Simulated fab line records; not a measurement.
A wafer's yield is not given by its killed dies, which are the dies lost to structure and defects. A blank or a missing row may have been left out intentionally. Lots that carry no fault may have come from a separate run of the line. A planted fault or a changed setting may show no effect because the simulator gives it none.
The tool behind it: which one? -- flow nand_harc -- 24 lots, 72 wafers sampled, at 6 steps of a route of 1159

WHAT THE GAUGES SHOWED, per wafer
No reading from a measuring or inspecting step in the record can be judged against a usual standard deviation.

WHAT TOOL EACH LOT RAN ON (gives the tool, then ch and the chambers of the sampled wafers, and finally the start)
lot,NHARC_A_STAIRCASE_DESCUM_219,NHARC_A_STAIRCASE_ETCH_292,NHARC_A_STAIRCASE_DESCUM_312,NHARC_A_STAIRCASE_ALD_415,NHARC_A_STAIRCASE_DEP_322,NHARC_A_STAIRCASE_CMP_152
L074,"rie_diel-12 ch 0,2,3, day 11 14:19","rie_diel-12 ch 0,1,2, day 11 23:44","rie_diel-12 ch 1,3, day 12 08:11","ald_hk-04 ch 1,2,3, day 12 10:17","pecvd-04 ch 0,1, day 13 10:46","cmp-04 ch 2,3, day 14 06:03"
L075,"rie_diel-12 ch 0,1,3, day 11 16:02","rie_diel-05 ch 1,2, day 12 00:43","rie_diel-05 ch 0,1, day 12 10:01","ald_hk-04 ch 0,2,3, day 12 12:28","pecvd-02 ch 0,1,2, day 13 10:52","cmp-01 ch 0,2,3, day 14 05:48"
L076,"rie_diel-12 ch 1,2, day 11 20:43","rie_diel-05 ch 0,1,3, day 12 08:38","rie_diel-05 ch 0,2, day 12 15:50","ald_hk-04 ch 0,1,3, day 12 21:03","pecvd-01 ch 0,1,2, day 13 19:19","cmp-04 ch 1,3, day 14 17:31"
L077,"rie_diel-12 ch 1,2,3, day 11 20:46","rie_diel-02 ch 0,3, day 12 06:19","rie_diel-12 ch 0,1,3, day 12 14:29","ald_hk-03 ch 0,2,3, day 12 17:28","pecvd-04 ch 0,1, day 13 19:18","cmp-02 ch 1,2,3, day 14 17:14"
L078,"rie_diel-05 ch 0,2,3, day 12 07:08","rie_diel-12 ch 0,1,2, day 12 16:23","rie_diel-12 ch 1,2,3, day 12 23:14","ald_hk-03 ch 0,2,3, day 13 01:19","pecvd-04 ch 0,1,2, day 13 22:55","cmp-01 ch 1,2,3, day 14 17:20"
L081,"rie_diel-02 ch 0,2,3, day 12 16:49","rie_diel-12 ch 2,3, day 13 02:13","rie_diel-02 ch 0,2,3, day 13 07:43","ald_hk-04 ch 0,2,3, day 13 11:52","pecvd-04 ch 0,2, day 14 10:04","cmp-01 ch 1,2,3, day 15 05:58"
L080,"rie_diel-05 ch 0,1, day 12 17:59","rie_diel-12 ch 1,2,3, day 13 02:16","rie_diel-12 ch 2,3, day 13 08:05","ald_hk-03 ch 0,1,2, day 13 10:32","pecvd-01 ch 0,2, day 14 10:04","cmp-02 ch 0,1,2, day 15 06:23"
L079,"rie_diel-05 ch 1,2,3, day 12 22:02","rie_diel-12 ch 0,1,2, day 13 05:59","rie_diel-02 ch 0,1,2, day 13 11:09","ald_hk-03 ch 0,2,3, day 13 15:23","pecvd-01 ch 0,2, day 14 16:01","cmp-02 ch 1,2,3, day 15 11:51"
L082,"rie_diel-12 ch 1,2, day 13 06:24","rie_diel-12 ch 0,2,3, day 13 18:09","rie_diel-12 ch 1,2, day 14 01:46","ald_hk-03 ch 0,2, day 14 05:30","pecvd-01 ch 0,2, day 15 04:59","cmp-02 ch 0,3, day 15 23:55"
L083,"rie_diel-12 ch 0,2,3, day 13 13:12","rie_diel-12 ch 0,1,2, day 14 00:31","rie_diel-02 ch 0,2,3, day 14 05:34","ald_hk-04 ch 0,1,3, day 14 07:40","pecvd-04 ch 0,1,2, day 15 04:59","cmp-04 ch 0,1,3, day 16 00:11"
L084,"rie_diel-05 ch 1,3, day 13 14:32","rie_diel-02 ch 1,3, day 14 01:35","rie_diel-05 ch 0,1, day 14 07:49","ald_hk-03 ch 0,2, day 14 09:55","pecvd-02 ch 0,1,2, day 15 15:07","cmp-01 ch 0,1, day 16 10:44"
L088,"rie_diel-12 ch 0,1, day 14 10:26","rie_diel-05 ch 0,3, day 14 19:19","rie_diel-12 ch 2,3, day 15 01:02","ald_hk-01 ch 1,2, day 15 03:02","pecvd-01 ch 0,1,2, day 16 01:25","cmp-04 ch 1,2, day 16 23:26"
L085,"rie_diel-02 ch 0,1,3, day 14 11:14","rie_diel-12 ch 0,2, day 14 21:03","rie_diel-02 ch 0,2, day 15 02:05","ald_hk-03 ch 0,1,3, day 15 04:11","pecvd-04 ch 1,2, day 16 01:14","cmp-01 ch 0,1,3, day 16 23:19"
L087,"rie_diel-05 ch 1,2,3, day 14 11:32","rie_diel-12 ch 0,1,2, day 14 23:23","rie_diel-12 ch 0,1,3, day 15 04:32","ald_hk-01 ch 1,2,3, day 15 07:18","pecvd-02 ch 0,2, day 16 14:31","cmp-01 ch 0,1,2, day 17 11:44"
L089,"rie_diel-05 ch 0,2,3, day 15 02:01","rie_diel-05 ch 0,1,2, day 15 14:10","rie_diel-02 ch 0,1,2, day 15 22:34","ald_hk-03 ch 0,1,3, day 16 01:03","pecvd-01 ch 0,1,2, day 17 01:26","cmp-01 ch 0,1,3, day 17 21:19"
L086,"rie_diel-02 ch 0,3, day 15 03:37","rie_diel-02 ch 0,3, day 15 12:57","rie_diel-12 ch 0,1, day 15 18:07","ald_hk-03 ch 1,2, day 15 20:35","pecvd-02 ch 0,1, day 16 17:40","cmp-04 ch 0,1, day 17 12:05"
L090,"rie_diel-02 ch 0,3, day 15 03:54","rie_diel-12 ch 0,3, day 15 13:11","rie_diel-12 ch 1,2, day 15 21:47","ald_hk-03 ch 1,2,3, day 16 00:07","pecvd-02 ch 1,2, day 17 01:50","cmp-04 ch 0,2,3, day 17 21:46"
L091,"rie_diel-02 ch 1,2, day 15 15:16","rie_diel-02 ch 1,2, day 16 02:43","rie_diel-12 ch 0,2,3, day 16 10:42","ald_hk-01 ch 1,2,3, day 16 13:01","pecvd-02 ch 1,2, day 17 11:04","cmp-02 ch 0,3, day 18 07:52"
L094,"rie_diel-02 ch 1,2, day 15 17:17","rie_diel-12 ch 0,1,3, day 16 06:16","rie_diel-02 ch 1,2,3, day 16 12:40","ald_hk-01 ch 2,3, day 16 14:47","pecvd-01 ch 0,1, day 17 11:05","cmp-01 ch 0,3, day 18 07:54"
L092,"rie_diel-05 ch 0,1,2, day 15 17:58","rie_diel-02 ch 0,2,3, day 16 07:13","rie_diel-12 ch 1,2,3, day 16 15:08","ald_hk-03 ch 0,2,3, day 16 17:02","pecvd-02 ch 0,2, day 17 17:57","cmp-01 ch 0,1,3, day 18 12:00"
L093,"rie_diel-05 ch 1,2,3, day 15 22:31","rie_diel-02 ch 0,1,2, day 16 08:21","rie_diel-05 ch 0,2,3, day 16 15:44","ald_hk-01 ch 0,3, day 16 17:41","pecvd-04 ch 0,1,2, day 17 17:57","cmp-01 ch 0,1,2, day 18 12:35"
L097,"rie_diel-02 ch 0,1,2, day 16 20:11","rie_diel-12 ch 0,1,2, day 17 05:43","rie_diel-02 ch 0,2,3, day 17 11:46","ald_hk-04 ch 1,2,3, day 17 14:02","pecvd-04 ch 0,1, day 18 13:04","cmp-01 ch 0,1,2, day 19 08:43"
L096,"rie_diel-05 ch 2,3, day 17 01:51","rie_diel-12 ch 1,3, day 17 10:10","rie_diel-12 ch 0,1,3, day 17 16:07","ald_hk-01 ch 1,3, day 17 18:13","pecvd-02 ch 0,1,2, day 18 13:10","cmp-04 ch 1,2,3, day 19 08:44"
L095,"rie_diel-05 ch 0,1,3, day 17 01:58","rie_diel-12 ch 0,3, day 17 10:58","rie_diel-05 ch 1,2,3, day 17 16:30","ald_hk-04 ch 0,1,2, day 17 18:26","pecvd-02 ch 1,2, day 18 13:43","cmp-02 ch 0,1,3, day 19 10:08"
- NHARC_A_STAIRCASE_DESCUM_219: chemistry O2, time 3 s.
- NHARC_A_STAIRCASE_ETCH_292: etches the open film in CF4/CHF3.
- NHARC_A_STAIRCASE_DESCUM_312: chemistry O2, time 3 s.
- NHARC_A_STAIRCASE_ALD_415: deposits SiO2, target thk 30 nm, pulse time 6 s, ald cycles 300.
- NHARC_A_STAIRCASE_DEP_322: deposits SiO2, target thk 3800 nm.
- NHARC_A_STAIRCASE_CMP_152: polishes.

AS READ BY THE TOOLS THEMSELVES (means over the sampled wafers that have a number; for cases with no such wafer, the mark the record gives instead)
NHARC_A_STAIRCASE_DESCUM_219. Usual: drypump_motor_current_A 5.9 A, standard deviation 0.38; oes_product_au 0.998 a.u., standard deviation 0.0078; rf_vpp_V 57.8 V, standard deviation 0.89; showerhead_plenum_p_Torr 1.92 Torr, standard deviation 0.09; throttle_valve_pct 11.311 %, standard deviation 0.0086.
lot,tool,drypump_motor_current_A (A),oes_product_au (a.u.),rf_vpp_V (V),showerhead_plenum_p_Torr (Torr),throttle_valve_pct (%),flag
L074,rie_diel-12,5.7,0.995,57.4,2.00,11.307,
L075,rie_diel-12,5.7,0.996,58.7,2.04,11.311,
L076,rie_diel-12,5.8,0.998,58.8,1.98,11.305,
L077,rie_diel-12,5.7,1.004,57.1,2.00,11.304,
L078,rie_diel-05,6.2,0.990,58.3,1.96,11.303,
L081,rie_diel-02,5.8,1.008,57.1,1.83,11.318,
L080,rie_diel-05,5.8,1.002,58.1,1.94,11.307,
L079,rie_diel-05,6.2,0.993,58.1,1.94,11.310,
L082,rie_diel-12,5.9,0.996,57.9,2.01,11.309,
L083,rie_diel-12,5.7,0.993,58.5,2.00,11.313,
L084,rie_diel-05,6.4,0.993,58.2,1.91,11.309,
L088,rie_diel-12,5.9,0.993,57.5,2.05,11.324,
L085,rie_diel-02,6.1,1.008,56.7,1.79,11.306,
L087,rie_diel-05,6.2,0.994,57.5,1.94,11.309,
L089,rie_diel-05,6.2,0.996,58.2,1.95,11.312,
L086,rie_diel-02,5.9,1.001,57.4,1.79,11.312,
L090,rie_diel-02,5.9,1.005,57.4,1.79,11.302,
L091,rie_diel-02,6.0,0.999,57.7,1.81,11.316,
L094,rie_diel-02,5.6,0.993,57.4,1.85,11.310,
L092,rie_diel-05,6.0,0.995,57.1,1.95,11.317,
L093,rie_diel-05,6.2,1.004,58.4,1.94,11.311,
L097,rie_diel-02,5.8,1.010,57.9,1.81,11.314,
L096,rie_diel-05,6.3,1.004,57.3,1.97,11.309,
L095,rie_diel-05,6.1,0.999,58.3,1.91,11.313,

NHARC_A_STAIRCASE_ETCH_292. Usual: drypump_motor_current_A 5.8 A, standard deviation 0.32; oes_product_au 0.940 a.u., standard deviation 0.02; rf_vpp_V 371.4 V, standard deviation 2.7; showerhead_plenum_p_Torr 1.60 Torr, standard deviation 0.074; throttle_valve_pct 16.802 %, standard deviation 0.0086.
lot,tool,drypump_motor_current_A (A),oes_product_au (a.u.),rf_vpp_V (V),showerhead_plenum_p_Torr (Torr),throttle_valve_pct (%),flag
L074,rie_diel-12,5.8,0.930,373.6,1.66,16.805,
L075,rie_diel-05,6.0,0.960,371.9,1.62,16.798,
L076,rie_diel-05,6.1,0.930,370.0,1.58,16.799,
L077,rie_diel-02,5.9,0.962,367.6,1.48,16.814,
L078,rie_diel-12,5.8,0.967,373.1,1.65,16.809,
L081,rie_diel-12,5.7,0.919,371.5,1.61,16.810,
L080,rie_diel-12,5.7,0.931,373.4,1.64,16.810,
L079,rie_diel-12,5.8,0.922,372.9,1.65,16.796,
L082,rie_diel-12,5.7,0.963,372.6,1.64,16.801,
L083,rie_diel-12,5.8,0.922,373.6,1.65,16.807,
L084,rie_diel-02,6.4,0.930,368.1,1.48,16.810,
L088,rie_diel-05,6.3,0.922,370.4,1.57,16.794,
L085,rie_diel-12,5.8,0.961,373.9,1.66,16.795,
L087,rie_diel-12,5.8,0.922,372.8,1.65,16.809,
L089,rie_diel-05,6.0,0.959,371.8,1.60,16.808,
L086,rie_diel-02,5.9,0.944,367.2,1.48,16.805,
L090,rie_diel-12,5.7,0.920,373.2,1.67,16.809,
L091,rie_diel-02,5.6,0.917,368.9,1.52,16.799,
L094,rie_diel-12,5.7,0.920,373.7,1.66,16.798,
L092,rie_diel-02,5.8,0.919,367.8,1.50,16.792,
L093,rie_diel-02,5.7,0.960,368.0,1.50,16.801,
L097,rie_diel-12,5.8,0.950,372.7,1.64,16.804,
L096,rie_diel-12,5.6,0.952,373.6,1.64,16.805,
L095,rie_diel-12,5.6,0.946,373.5,1.65,16.797,

NHARC_A_STAIRCASE_DESCUM_312. Usual: drypump_motor_current_A 5.8 A, standard deviation 0.35; oes_product_au 0.999 a.u., standard deviation 0.0087; rf_vpp_V 58.0 V, standard deviation 0.89; showerhead_plenum_p_Torr 1.94 Torr, standard deviation 0.096; throttle_valve_pct 11.312 %, standard deviation 0.0088.
lot,tool,drypump_motor_current_A (A),oes_product_au (a.u.),rf_vpp_V (V),showerhead_plenum_p_Torr (Torr),throttle_valve_pct (%),flag
L074,rie_diel-12,5.6,0.996,58.7,2.02,11.318,
L075,rie_diel-05,5.8,1.001,58.9,1.94,11.317,
L076,rie_diel-05,5.9,1.002,58.0,1.97,11.308,
L077,rie_diel-12,5.7,0.995,58.5,2.04,11.314,
L078,rie_diel-12,5.7,0.995,57.4,1.99,11.319,
L081,rie_diel-02,5.8,1.006,57.9,1.82,11.315,
L080,rie_diel-12,5.7,0.984,58.9,1.95,11.313,
L079,rie_diel-02,5.8,0.998,57.2,1.82,11.320,
L082,rie_diel-12,5.9,0.991,58.2,2.01,11.311,
L083,rie_diel-02,5.8,0.996,57.8,1.82,11.312,
L084,rie_diel-05,5.9,1.000,59.0,1.92,11.312,
L088,rie_diel-12,5.6,0.994,58.5,1.97,11.319,
L085,rie_diel-02,5.6,1.009,57.2,1.82,11.304,
L087,rie_diel-12,5.7,0.997,58.6,2.03,11.317,
L089,rie_diel-02,5.8,1.009,57.3,1.82,11.307,
L086,rie_diel-12,5.8,0.996,58.0,2.05,11.313,
L090,rie_diel-12,5.9,1.001,58.1,2.00,11.315,
L091,rie_diel-12,5.7,0.999,57.4,1.99,11.307,
L094,rie_diel-02,6.0,1.000,57.9,1.81,11.316,
L092,rie_diel-12,5.7,0.998,57.8,1.99,11.316,
L093,rie_diel-05,6.2,1.002,58.6,1.95,11.318,
L097,rie_diel-02,5.8,1.003,58.5,1.81,11.306,
L096,rie_diel-12,5.7,1.002,58.0,2.02,11.311,
L095,rie_diel-05,6.2,1.002,57.3,1.93,11.313,

NHARC_A_STAIRCASE_ALD_415. Usual: heater_power_w 478 W, standard deviation 33; precursor_pulse_height_rel 1.001, standard deviation 0.019.
lot,tool,heater_power_w (W),precursor_pulse_height_rel,flag
L074,ald_hk-04,457,0.999,
L075,ald_hk-04,487,1.007,
L076,ald_hk-04,445,1.009,
L077,ald_hk-03,506,1.010,
L078,ald_hk-03,493,0.976,
L081,ald_hk-04,477,1.011,
L080,ald_hk-03,483,0.996,
L079,ald_hk-03,495,1.006,
L082,ald_hk-03,491,0.990,
L083,ald_hk-04,444,0.994,
L084,ald_hk-03,487,0.996,
L088,ald_hk-01,501,1.002,
L085,ald_hk-03,487,1.007,
L087,ald_hk-01,485,0.997,
L089,ald_hk-03,483,0.999,
L086,ald_hk-03,479,1.007,
L090,ald_hk-03,492,1.001,
L091,ald_hk-01,484,1.000,
L094,ald_hk-01,479,0.987,
L092,ald_hk-03,492,1.002,
L093,ald_hk-01,462,1.003,
L097,ald_hk-04,456,0.995,
L096,ald_hk-01,462,1.021,
L095,ald_hk-04,445,0.998,

NHARC_A_STAIRCASE_DEP_322. Usual: heater_power_w at 658 W, with a standard deviation of 110.
lot,tool,heater_power_w (W),flag
L074,pecvd-04,697,
L075,pecvd-02,718,
L076,pecvd-01,558,
L077,pecvd-04,610,
L078,pecvd-04,706,
L081,pecvd-04,613,
L080,pecvd-01,583,
L079,pecvd-01,565,
L082,pecvd-01,613,
L083,pecvd-04,635,
L084,pecvd-02,790,
L088,pecvd-01,518,
L085,pecvd-04,702,
L087,pecvd-02,765,
L089,pecvd-01,634,
L086,pecvd-02,783,
L090,pecvd-02,690,
L091,pecvd-02,744,
L094,pecvd-01,547,
L092,pecvd-02,773,
L093,pecvd-04,605,
L097,pecvd-04,620,
L096,pecvd-02,758,
L095,pecvd-02,772,

NHARC_A_STAIRCASE_CMP_152. Usual: motor_current_A 12.1 A, standard deviation 0.82; retaining_ring_pressure_frac 0.999, standard deviation 0.0046.
lot,tool,motor_current_A (A),retaining_ring_pressure_frac,flag
L074,cmp-04,12.2,1.003,
L075,cmp-01,11.9,1.000,
L076,cmp-04,12.9,1.001,
L077,cmp-02,11.2,0.991,
L078,cmp-01,12.1,1.000,
L081,cmp-01,11.9,1.003,
L080,cmp-02,12.5,0.994,
L079,cmp-02,11.8,1.001,
L082,cmp-02,12.1,0.993,
L083,cmp-04,12.3,1.001,
L084,cmp-01,11.5,1.003,
L088,cmp-04,12.6,1.003,
L085,cmp-01,11.8,0.996,
L087,cmp-01,12.1,0.998,
L089,cmp-01,11.7,1.000,
L086,cmp-04,12.9,0.999,
L090,cmp-04,11.8,1.000,
L091,cmp-02,12.6,1.002,
L094,cmp-01,11.7,0.994,
L092,cmp-01,11.7,0.999,
L093,cmp-01,11.8,0.999,
L097,cmp-01,12.2,0.998,
L096,cmp-04,12.2,0.997,
L095,cmp-02,12.5,0.995,

THE ANSWER, worked out from the rows above alone
Rule: lot off if the mean of its wafers having a number is beyond 3 standard deviations from the usual mean. Also off: a lot with no number at a reading for which 4 or more lots have one. All remaining lots with rows at the step are treated as sound. Order of review: gauges by route order, followed by the tools' own readings, for which a lot's mean as printed above is used. The first step at which some lot is off is used, and at that step the reading that is off furthest; a lot without a number counts as furthest.
Nothing can be told from this: no lot is off at any reading shown.

WHAT WAS PUT IN BY THE SIMULATOR
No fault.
